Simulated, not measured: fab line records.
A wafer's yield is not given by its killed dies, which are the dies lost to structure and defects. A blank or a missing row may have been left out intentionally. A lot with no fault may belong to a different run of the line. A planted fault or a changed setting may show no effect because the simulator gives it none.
fab line records	flow n5_finfet
record lots=5	wafers=13	last_day=18
route steps=1938 shown BEOL_M1@829 BEOL_M2@841 BEOL_M4@1111 PASSIVATION@1936
lots untouched by any fault: they come from a run of this same line in which no faults occurred
start_h: start of the lot's first displayed wafer, in hours after the record's first day	wait_h: hours since the lot's step before	" repeats the value in the row above	L1.1+2: a row that stands for several wafers	- either no value or no given start	* or withheld: withheld	< > ~ a bound
route shown NAME@n: a module of which the file shows steps, and the number in the route of the first	usual: mean/standard deviation of fault-free wafers	same: alike in all rows	chamber/n: place in a boat	sites: the reading at each site	_std_site: their standard deviation	_edge_site: the outer-site mean with the inner-site mean subtracted	radius_mm: for every site, how far away it sits from the centre of the wafer	mask NAME#n: copy n	behind: tool/chamber where the wafer was last shaped	hold: why the lot went on hold/how many hours it stayed there/how the hold came to an end	device: the n, p or np transistor that did not switch	end of line: the tests these same wafers got at the end of their route	a step without rows: its recipe alone	killed: dies lost to structure and defects at the first sort, not the wafer's yield	map: a wafer's dies, marking killed ones x, the rest . and places with no die _
set.NAME: the setting that was run; set.NAME@STEP: the one run at that earlier step	model.NAME: the simulator's own value behind a step, which no gauge read
lots seen at some steps along the route; tables by step, rows by wafer
services: a tool's chamber out of use, with start hour (start_h, from the record's first day; less than 0 if before it), hours out, and reason
## steps
# step N5_BEOL_M1_ANNEAL_95
# recipe temp_c=400	time_s=240	ambient=vacuum
# step N5_BEOL_M1_SPUTTER_96
# recipe material=Cu	target_thk_a=45	temp_c=-20	chamber_pressure_pa=0.07	power_w=withheld	time_s=8.29
# step N5_BEOL_M1_ECD_50
# recipe material=Cu	target_thk_a=3000
# step N5_BEOL_M1_ANNEAL_51
# recipe temp_c=225	time_s=90	ambient=N2
# step N5_BEOL_M1_CMP_52
# recipe stop_on=SiOC	t_overpolish_s=6.8	down_force_psi=1	platen_rpm=50	clearing_platen_down_force_psi=1.5	clearing_platen_rpm=50	post_cmp_clean=cu_alkaline	target_thk_nm=40	clearing_platen_pad_velocity_m_s=0.99484	pad_velocity_m_s=0.99484
# step N5_BEOL_M1_PRE_CLEAN_60
# recipe gas=NH3/H2	time_s=15	temp_c=*	rf_power_w=300
# step N5_BEOL_M1_CO_CAP_55
# recipe material=Co	target_thk_a=20	temp_c=200	precursor=CCTBA/H2	pressure_torr=30	time_s=102.1
# step N5_BEOL_M1_PRE_CLEAN_56
# recipe gas=NH3	time_s=15	temp_c=withheld	rf_power_w=300
# step N5_BEOL_M1_DEP_57
# recipe material=SiCN	target_thk_a=80	temp_c=withheld	precursor=3MS/NH3	pressure_torr=3	rf_w=202	time_s=14
# step N5_BEOL_M2_ILD_DEP_00
# recipe material=SiOC	target_thk_a=790	temp_c=350	precursor=DEMS/O2	pressure_torr=5	rf_w=500	time_s=15.3
# usual heater_power_w=494/64	showerhead_plenum_p_Torr=5.690/0.017	throttle_valve_pct=11.9/0.7
lot.wafer	tool	chamber	start_h	wait_h	heater_power_w	showerhead_plenum_p_Torr	throttle_valve_pct	model.SiOC_of_BEOL_M2_ILD_DEP_00.thk_nm
L977.4	pecvd-03	0	172.04	0.1	594	5.716	12.3	123.6
L977.5	"	2	"	"	533	5.671	11.1	124.8
L980.4	pecvd-03	0	186.78	0.1	505	5.703	12.3	124.4
L980.5	"	2	"	"	508	5.675	11.1	124.4
L981.1	pecvd-03	0	199.01	0.0	490	5.712	12.5	78.4
L981.3	"	0	"	"	492	5.717	12.2	80.4
L981.4	"	2	"	"	501	5.694	11.0	124.2
L987.1	pecvd-02	1	235.62	0.0	457	5.726	12.7	78.8
L987.2	"	2	"	"	413	5.678	11.0	79.2
L987.5	"	0	"	"	501	5.668	12.0	79.6
L992.2	pecvd-03	1	260.15	0.0	456	5.706	13.2	78.4
L992.5	"	0	"	"	586	5.691	12.2	79
L992.6	"	1	"	"	460	5.711	13.0	79.6
# step N5_BEOL_M2_THK_MEAS_01
# recipe reads=SiOC_of_BEOL_M2_ILD_DEP_00
# usual M2_ILD_THK=78.7/0.98
lot.wafer	tool	chamber	start_h	wait_h	M2_ILD_THK[nm]
L977.4	film_metro-01	-	172.09	0.0	123.5
L977.5	"	-	"	"	124.8
L980.4	film_metro-02	-	186.85	0.1	124.3
L980.5	"	-	"	"	124.3
L981.1	film_metro-01	-	199.09	0.1	78.4
L981.3	"	-	"	"	80.5
L981.4	"	-	"	"	124.2
L987.1	film_metro-01	-	235.69	0.0	78.8
L987.2	"	-	"	"	79.1
L987.5	"	-	"	"	79.7
L992.2	film_metro-02	-	260.22	0.1	78.4
L992.5	"	-	"	"	79.1
L992.6	"	-	"	"	79.6
# step N5_BEOL_M2_PECVD_72
# recipe material=SiO2	target_thk_a=160	temp_c=400	precursor=TEOS/O2	pressure_torr=5.5	rf_w=450	teos_flow_sccm=53.8	gas=O2	flow_sccm=3000	time_s=18
# step N5_BEOL_M2_HM_DEP_02
# recipe material=TiN	target_thk_a=200	temp_c=25	chamber_pressure_pa=0.49996
# step N5_BEOL_M2_COAT_61
# recipe resist=SOC	temp_c=250	time_s=60	spin_rpm=1500	resist_thk_nm=60
# step N5_BEOL_M2_COAT_62
# recipe resist=SiARC	temp_c=220	time_s=60	spin_rpm=1500	resist_thk_nm=12
# step N5_BEOL_M2_COAT_73
# recipe resist=underlayer	temp_c=205	time_s=60	spin_rpm=1500	resist_thk_nm=5
# step N5_BEOL_M2_COAT_05
# recipe resist=CAR-EUV	spin_rpm=1500	resist_thk_nm=30
# step N5_BEOL_M2_EBR_07
# recipe solvent=PGMEA	ebr_width_mm=1.5
# step N5_BEOL_M2_SOFTBAKE_06
# recipe temp_c=110	time_s=60	resist=CAR-EUV
# step N5_BEOL_M2_EXPOSE_08
# recipe mask_id=M2	na=0.33	source_shape=dipole	sigma_inner=0.369	sigma_outer=0.767	polarization=unpolarized	dose_mj=41.25
# step N5_BEOL_M2_PEB_09
# recipe peb_temp_c=100	peb_time_s=60	resist=CAR-EUV
# step N5_BEOL_M2_DEVELOP_10
# recipe develop_time_s=30	developer=TMAH	resist=CAR-EUV	rinse_liquid=surfactant_rinse	dry=air_spin	dev_temp_c=23
# step N5_BEOL_M2_DESCUM_16
# recipe chemistry=O2	time_s=7	source_power_w=50	bias_power_w=20	pressure_mtorr=20	rf_frequency_hz=2.712e+07	temp_c=40	resist=CAR-EUV	o2_flow_sccm=225
# step N5_BEOL_M2_ETCH_74
# recipe chemistry=N2/H2	target=underlayer	target_depth_a=65	mask_material=CAR-EUV	time_s=5.2	ion_energy_ev=200	pressure_mtorr=30	source_w=840	bias_w=150	n2_flow_sccm=200	h2_flow_sccm=200	ends=cleared
# step N5_BEOL_M2_ETCH_63
# recipe chemistry=CF4	target=SiARC	target_depth_a=156	mask_material=CAR-EUV	time_s=26	ion_energy_ev=80	pressure_mtorr=40	source_w=545	bias_w=36	Ar_flow_sccm=100	cf4_flow_sccm=100	ends=cleared
# step N5_BEOL_M2_ETCH_64
# recipe chemistry=N2/H2	target=SOC	target_depth_a=750	overetch_a=225	mask_material=SiARC	temp_c=40	time_s=121.9	ion_energy_ev=200	pressure_mtorr=30	source_w=840	bias_w=150	n2_flow_sccm=200	h2_flow_sccm=200
# step N5_BEOL_M2_STRIP_65
# recipe chemistry=N2/H2	temp_c=40	n2_flow_sccm=200	h2_flow_sccm=200	rf_frequency_hz=6e+07
# step N5_BEOL_M2_STRIP_75
# recipe chemistry=N2/H2	temp_c=40	n2_flow_sccm=200	h2_flow_sccm=200	rf_frequency_hz=6e+07
# step N5_BEOL_M2_STRIP_66
# recipe chemistry=CF4	resist=SiARC	power_w=300	bias_power_w=75	pressure_mtorr=50	cf4_flow_sccm=150	rf_frequency_hz=6e+07
# step N5_BEOL_M2_HM_OPEN_17
# recipe chemistry=Cl2/BCl3	target_depth_a=200	overetch_a=60	target=TiN	mask_material=SOC	ion_energy_ev=150	pressure_mtorr=10	icp_w=1000	bias_w=126	Cl2_flow_sccm=53.25	bcl3_flow_sccm=21.75	Ar_flow_sccm=25
# step N5_BEOL_M2_STRIP_19
# recipe chemistry=O2	power_w=400	temp_c=40	pressure_mtorr=30	rf_frequency_hz=6e+07	bias_power_w=0	overash_fraction=0.2	o2_flow_sccm=225
# step N5_BEOL_M2_COAT_67
# recipe resist=SOC	temp_c=250	time_s=60	spin_rpm=1500	resist_thk_nm=60
# step N5_BEOL_M2_COAT_68
# recipe resist=SiARC	temp_c=220	time_s=60	spin_rpm=1500	resist_thk_nm=12
# step N5_BEOL_M2_COAT_76
# recipe resist=underlayer	temp_c=205	time_s=60	spin_rpm=1500	resist_thk_nm=5
# step N5_BEOL_M2_COAT_22
# recipe resist=CAR-EUV	spin_rpm=1500	resist_thk_nm=30
# step N5_BEOL_M2_CMP_52
# recipe stop_on=SiOC	t_overpolish_s=6.8	down_force_psi=1	platen_rpm=50	clearing_platen_down_force_psi=1.5	clearing_platen_rpm=50	post_cmp_clean=cu_alkaline	target_thk_nm=40	clearing_platen_pad_velocity_m_s=0.99484	pad_velocity_m_s=0.99484
# usual clearing_platen_down_force_psi=1.4997/0.0029	motor_current_A=6.5/0.63	pad_life_wafers=952/640	slurry_filter_dp_kPa=13.49/0.14
lot.wafer	tool	chamber	start_h	wait_h	clearing_platen_down_force_psi	motor_current_A	pad_life_wafers	slurry_filter_dp_kPa	model.SiOC_of_BEOL_M2_ILD_DEP_00.thk_nm
L977.4	cmp-04	3	188.51	0.1	1.4996	5.7	1854	13.67	120.6
L977.5	"	0	"	"	1.4999	6.6	-	13.50	121.8
L980.4	cmp-03	2	195.46	0.3	1.5017	7.2	1303	13.56	121.4
L980.5	"	2	"	"	1.4997	7.2	-	13.06	121.4
L981.4	cmp-03	0	212.03	0.1	1.4965	6.1	1440	13.73	121.2
L981.1	"	2	"	"	1.4994	7.0	1442	13.45	75.4
L981.3	"	3	"	"	1.5011	6.2	1443	13.57	77.4
L987.2	cmp-04	1	252.00	0.2	1.4993	6.3	198	13.76	76.2
L987.1	"	3	"	"	1.4986	5.9	200	13.47	75.8
L987.5	"	2	"	"	1.4978	6.7	-	13.40	76.6
L992.2	cmp-04	1	281.15	0.2	1.5027	6.6	427	13.44	75.4
L992.6	"	0	"	"	1.4949	7.0	-	13.54	76.6
L992.5	"	1	"	"	1.5004	6.2	-	13.62	76
# step N5_BEOL_M4_RC_MEAS_101
# usual DIBL_N=36.5/1.4	DIBL_P=36.6/1.6	IOFF_N=0.160/0.024	IOFF_P=0.217/0.029	ION_N=674/8.7	ION_P=464/6.5	SS_N=71.6/0.47	SS_P=73.4/0.57	VT_N=250.0/2.5	VT_P=-250/3.1
lot.wafer	tool	chamber	start_h	wait_h	DIBL_N[mV/V]	DIBL_P[mV/V]	IOFF_N[nA/um]	IOFF_P[nA/um]	ION_N[uA/um]	ION_P[uA/um]	SS_N[mV/dec]	SS_P[mV/dec]	VT_N[mV]	VT_P[mV]
L981.1	prober-02	0	241.98	0.0	39.1	39.7	0.188	0.223	677	455	72.1	74.6	247.6	-252
L981.3	"	0	"	"	39.1	39.2	0.189	0.209	668	451	72.9	74.4	250.1	-252
L987.1	prober-02	0	270.15	0.0	37.9	37.6	0.159	0.218	668	463	71.7	73.2	252.3	-251
L987.2	"	0	"	"	37.6	37.4	0.159	0.213	669	464	71.7	73.4	252.0	-251
L987.5	"	0	"	"	36.2	36.4	0.139	0.197	663	458	71.4	73.1	249.7	-250
L992.2	prober-01	0	301.30	0.2	35.7	38.0	0.155	0.196	675	458	72.1	73.3	251.8	-252
L992.5	"	0	"	"	35.5	38.1	0.153	0.204	680	462	71.6	73.2	251.5	-252
L992.6	"	0	"	"	37.5	41.2	0.203	0.257	684	467	71.7	73.7	249.2	-248
# step N5_PASSIVATION_PROBE_49
# usual defect_limited_yield=91.2/1.4	killed_at_M0_to_M3=34/9.4	killed_at_M4_up=13/5.8	killed_at_contacts=13/6.4	killed_at_front_end=41/11	killed_at_other=3.1/2.3	killed_dies=103/16	killed_on_rim=13/3.4	killed_open=69/12	killed_short=33/7.8	sort_bin_5_function=5.1/0.91	sort_bin_6_memory=3.3/0.63	sort_n_pass=1077/16	sort_yield_pct=91.2/1.4
# same gross_dies=1180	killed_at_back_side=0	sort_bin_4_leakage[%]=0	sort_bin_8_speed[%]=0
lot.wafer	tool	chamber	start_h	wait_h	defect_limited_yield[%]	killed_at_M0_to_M3	killed_at_M4_up	killed_at_contacts	killed_at_front_end	killed_at_other	killed_dies	killed_on_rim	killed_open	killed_short	sort_bin_5_function[%]	sort_bin_6_memory[%]	sort_n_pass	sort_yield_pct[%]
L980.4	prober-02	-	310.77	0.2	0	1122	9	11	37	1	1180	152	67	31	96.5	3.1	0	0
L980.5	prober-02	-	310.82	0.2	0	1100	15	10	53	2	1180	152	67	44	96.6	3.3	0	0
L977.4	prober-01	-	314.08	0.2	0	1120	13	8	38	1	1180	152	65	29	96.5	3.2	0	0
L977.5	prober-01	-	314.13	0.2	0	1115	10	8	46	1	1180	152	67	31	96.8	2.9	0	0
L981.4	prober-01	-	343.56	0.2	0	1115	19	11	34	1	1180	152	68	32	96.9	3.1	0	0
# killed by level:class
L980.4 BEOL_M2:area_dep=1081 MOL_CONTACT_COAG:geometric_particle:open=10 BEOL_M1:geometric_particle:open=10 STI_FIN_REVEAL:geometric_particle:open=8 BEOL_M3:geometric_particle:open=8 BEOL_M0_SAQP:geometric_particle:short=7 GATE_CUT:geometric_particle:short=6 BEOL_M0_SAQP:geometric_particle:open=6
L980.5 BEOL_M2:area_dep=1067 GATE_CUT:geometric_particle:short=13 FIN_SAQP:geometric_particle:short=10 BEOL_M1:geometric_particle:open=9 MOL_CONTACT_COAG:geometric_particle:open=8 FIN_SAQP:geometric_particle:open=7 STI_FIN_REVEAL:geometric_particle:open=7 BEOL_M0_SAQP:geometric_particle:open=6
L977.4 BEOL_M2:area_dep=1086 STI_FIN_REVEAL:geometric_particle:open=18 BEOL_M0_SAQP:geometric_particle:short=11 BEOL_M4:geometric_particle:open=9 MOL_CONTACT_COAG:geometric_particle:open=7 BEOL_M0_SAQP:geometric_particle:open=7 DUMMY_GATE:geometric_particle:open=5 BEOL_M1:geometric_particle:open=5
L977.5 BEOL_M2:area_dep=1081 STI_FIN_REVEAL:geometric_particle:open=25 BEOL_M0_SAQP:geometric_particle:open=12 BEOL_M0_SAQP:geometric_particle:short=10 MOL_CONTACT_COAG:geometric_particle:open=7 STI_FIN_REVEAL:geometric_particle:short=6 ILD0:geometric_particle:short=4 BEOL_M3:geometric_particle:open=4
L981.4 BEOL_M2:area_dep=1080 STI_FIN_REVEAL:geometric_particle:open=13 BEOL_M0_SAQP:geometric_particle:short=12 BEOL_M4:geometric_particle:open=10 MOL_CONTACT_COAG:geometric_particle:open=9 BEOL_M0_SAQP:geometric_particle:open=6 DUMMY_GATE:geometric_particle:open=6 BEOL_M2:geometric_particle:open=6
# map L977.4 (x killed, . not)
_________________xxxxxxxxxxxx________________
______________xxxxxxxxxxxxxxxxxx_____________
___________xxxxxxxxxxxxxxxxxxxxxxxx__________
__________xxxxxxxxxxxxxxxxxxxxxxxxxx_________
________xxxxxxxxxxxxxxxxxxxxxxxxxxxxxx_______
_______xxxxxxxxxxxxxxxxxxxxxxxxxxxxxxxx______
______xxxxxxxxxxxxxxxxxxxxxxxxxxxxxxxxxx_____
_____xxxxxxxxxxxxxxxxxxxxxxxxxxxxxxxxxxxx____
____xxxxxxxxxxxxxxxxxxxxxxxxxxxxxxxxxxxxxx___
___xxxxxxxxxxxxxxxxxxxxxxxxxxxxxxxxxxxxxxxx__
___xxxxxxxxxxxxxxxxxxxxxxxxxxxxxxxxxxxxxxxx__
__xxxxxxxxxxxxxxxxxxxxxxxxxxxxxxxxxxxxxxxxxx_
__xxxxxxxxxxxxxxxxxxxxxxxxxxxxxxxxxxxxxxxxxx_
_xxxxxxxxxxxxxxxxxxxxxxxxxxxxxxxxxxxxxxxxxxxx
_xxxxxxxxxxxxxxxxxxxxxxxxxxxxxxxxxxxxxxxxxxxx
_xxxxxxxxxxxxxxxxxxxxxxxxxxxxxxxxxxxxxxxxxxxx
_xxxxxxxxxxxxxxxxxxxxxxxxxxxxxxxxxxxxxxxxxxxx
_xxxxxxxxxxxxxxxxxxxxxxxxxxxxxxxxxxxxxxxxxxxx
_xxxxxxxxxxxxxxxxxxxxxxxxxxxxxxxxxxxxxxxxxxxx
_xxxxxxxxxxxxxxxxxxxxxxxxxxxxxxxxxxxxxxxxxxxx
_xxxxxxxxxxxxxxxxxxxxxxxxxxxxxxxxxxxxxxxxxxxx
__xxxxxxxxxxxxxxxxxxxxxxxxxxxxxxxxxxxxxxxxxx_
__xxxxxxxxxxxxxxxxxxxxxxxxxxxxxxxxxxxxxxxxxx_
___xxxxxxxxxxxxxxxxxxxxxxxxxxxxxxxxxxxxxxxx__
___xxxxxxxxxxxxxxxxxxxxxxxxxxxxxxxxxxxxxxxx__
____xxxxxxxxxxxxxxxxxxxxxxxxxxxxxxxxxxxxxx___
_____xxxxxxxxxxxxxxxxxxxxxxxxxxxxxxxxxxxx____
______xxxxxxxxxxxxxxxxxxxxxxxxxxxxxxxxxx_____
_______xxxxxxxxxxxxxxxxxxxxxxxxxxxxxxxx______
________xxxxxxxxxxxxxxxxxxxxxxxxxxxxxx_______
__________xxxxxxxxxxxxxxxxxxxxxxxxxx_________
___________xxxxxxxxxxxxxxxxxxxxxxxx__________
______________xxxxxxxxxxxxxxxxxx_____________
_________________xxxxxxxxxxxx________________
# map L980.4 (x killed, . not)
_________________xxxxxxxxxxxx________________
______________xxxxxxxxxxxxxxxxxx_____________
___________xxxxxxxxxxxxxxxxxxxxxxxx__________
__________xxxxxxxxxxxxxxxxxxxxxxxxxx_________
________xxxxxxxxxxxxxxxxxxxxxxxxxxxxxx_______
_______xxxxxxxxxxxxxxxxxxxxxxxxxxxxxxxx______
______xxxxxxxxxxxxxxxxxxxxxxxxxxxxxxxxxx_____
_____xxxxxxxxxxxxxxxxxxxxxxxxxxxxxxxxxxxx____
____xxxxxxxxxxxxxxxxxxxxxxxxxxxxxxxxxxxxxx___
___xxxxxxxxxxxxxxxxxxxxxxxxxxxxxxxxxxxxxxxx__
___xxxxxxxxxxxxxxxxxxxxxxxxxxxxxxxxxxxxxxxx__
__xxxxxxxxxxxxxxxxxxxxxxxxxxxxxxxxxxxxxxxxxx_
__xxxxxxxxxxxxxxxxxxxxxxxxxxxxxxxxxxxxxxxxxx_
_xxxxxxxxxxxxxxxxxxxxxxxxxxxxxxxxxxxxxxxxxxxx
_xxxxxxxxxxxxxxxxxxxxxxxxxxxxxxxxxxxxxxxxxxxx
_xxxxxxxxxxxxxxxxxxxxxxxxxxxxxxxxxxxxxxxxxxxx
_xxxxxxxxxxxxxxxxxxxxxxxxxxxxxxxxxxxxxxxxxxxx
_xxxxxxxxxxxxxxxxxxxxxxxxxxxxxxxxxxxxxxxxxxxx
_xxxxxxxxxxxxxxxxxxxxxxxxxxxxxxxxxxxxxxxxxxxx
_xxxxxxxxxxxxxxxxxxxxxxxxxxxxxxxxxxxxxxxxxxxx
_xxxxxxxxxxxxxxxxxxxxxxxxxxxxxxxxxxxxxxxxxxxx
__xxxxxxxxxxxxxxxxxxxxxxxxxxxxxxxxxxxxxxxxxx_
__xxxxxxxxxxxxxxxxxxxxxxxxxxxxxxxxxxxxxxxxxx_
___xxxxxxxxxxxxxxxxxxxxxxxxxxxxxxxxxxxxxxxx__
___xxxxxxxxxxxxxxxxxxxxxxxxxxxxxxxxxxxxxxxx__
____xxxxxxxxxxxxxxxxxxxxxxxxxxxxxxxxxxxxxx___
_____xxxxxxxxxxxxxxxxxxxxxxxxxxxxxxxxxxxx____
______xxxxxxxxxxxxxxxxxxxxxxxxxxxxxxxxxx_____
_______xxxxxxxxxxxxxxxxxxxxxxxxxxxxxxxx______
________xxxxxxxxxxxxxxxxxxxxxxxxxxxxxx_______
__________xxxxxxxxxxxxxxxxxxxxxxxxxx_________
___________xxxxxxxxxxxxxxxxxxxxxxxx__________
______________xxxxxxxxxxxxxxxxxx_____________
_________________xxxxxxxxxxxx________________
## services
tool	chamber	start_h	hours	kind
pecvd-03	1	182.27	23.1	repair
cmp-04	-	194.47	1.4	repair
cmp-03	-	198.27	1.0	repair
pecvd-02	2	202.38	-	clean
pecvd-02	2	202.38	-	consumable_replace:showerhead
pecvd-02	2	202.38	29.0	scheduled_down
pecvd-02	2	202.38	29.0	vent_cycle
pecvd-03	-	204.38	14.6	pm
cmp-04	-	220.43	0.9	repair
pecvd-02	0	222.07	5.5	scheduled_down
cmp-04	-	223.47	4.0	pm
cmp-04	-	227.47	-	consumable_replace:conditioner
cmp-04	-	227.47	-	consumable_replace:pad
pecvd-02	-	227.83	0.8	repair
pecvd-03	2	250.98	2.1	scheduled_down
pecvd-02	1	254.31	5.5	scheduled_down
pecvd-03	-	275.77	0.4	repair
pecvd-03	-	280.65	5.5	pm
## key
first_sign step=N5_BEOL_M2_THK_MEAS_01	reading=M2_ILD_THK	direction=up	sigmas=46	usual=78.7	struck=124.2
effect step=N5_PASSIVATION_PROBE_49	reading=killed_at_M0_to_M3	direction=up	sigmas=99+	usual=34	struck=1114
model_effect step=N5_BEOL_M2_ILD_DEP_00	value=SiOC_of_BEOL_M2_ILD_DEP_00.thk_nm	without=79.12	struck=124.3
model_effect step=N5_BEOL_M2_CMP_52	value=SiOC_of_BEOL_M2_ILD_DEP_00.thk_nm	without=76.12	struck=121.3
more_kills_born_at N5_BEOL_M2_ILD_DEP_00@pecvd-03=5395
met_at N5_BEOL_M2_ILD_DEP_00
struck_wafers L977.4,L977.5,L980.4,L980.5,L981.4
later_rows_left_out L977.4,L977.5,L980.4,L980.5,L981.4
fault kind=process_parameter_drift	tool=pecvd-03	chamber=-	onset_h=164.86	steps=N5_BEOL_M2_ILD_DEP_00	channel=time_s	offset=*	shape=step	end_h=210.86	scope=struck_wafers_only	acts_in=*	stated=*
# later_rows_left_out: the simulator's readings of these wafers behind a module that went badly wrong aren't trusted and aren't shown, but for the sort
